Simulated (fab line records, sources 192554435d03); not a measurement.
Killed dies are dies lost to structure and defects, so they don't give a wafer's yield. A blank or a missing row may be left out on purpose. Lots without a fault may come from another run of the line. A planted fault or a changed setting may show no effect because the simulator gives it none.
Chamber matching | flow n5_finfet | N5_BEOL_M9_CURE_72 on uv_cure-02: 3 sister chambers
The step cures SiCOH lowk, time 120 s. 3 wafers are shown with their chamber, then 7 later ones without.

WAFERS WITH THEIR CHAMBER
wafer  | chamber | wafer_temp_C_max
L078.5 | 0       | 371.8
L084.6 | 1       | 371.9
L095.2 | 2       | 371.3

WAFERS WITHOUT THEIR CHAMBER
wafer  | wafer_temp_C_max
L095.3 | 371.7
L096.1 | 371.6
L096.3 | 371.8
L096.4 | 371.5
L097.1 | 371.9
L097.3 | 371.7
L097.6 | 371.5

WHICH CHAMBER EACH WENT THROUGH
wafer  | from the rows above          | in truth
L095.3 | can't be placed: 0 or 1      | 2
L096.1 | can't be placed: 0 or 1 or 2 | 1
L096.3 | can't be placed: 0 or 1      | 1
L096.4 | can't be placed: 2 or 0 or 1 | 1
L097.1 | can't be placed: 1 or 0      | 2
L097.3 | can't be placed: 0 or 1      | 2
L097.6 | can't be placed: 2 or 0 or 1 | 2
Placed correctly: 0 of 7. Can't be placed from these rows: 7 (the true chamber is among the candidates in 4). Placed wrongly: 0.
How it was worked out, from the rows above alone: a wafer's distance from a chamber is the root of the sum, over the readings, of the square of ((its reading less the chamber's mean) divided by the reading's scatter). The wafer belongs to the nearest chamber; if the next one is less than 2 further off, it can't be placed. A chamber's mean is the mean of its shown wafers. The scatter: with one shown wafer a chamber, the root of the mean of the squares of how far each hidden wafer lies from its nearest shown one.
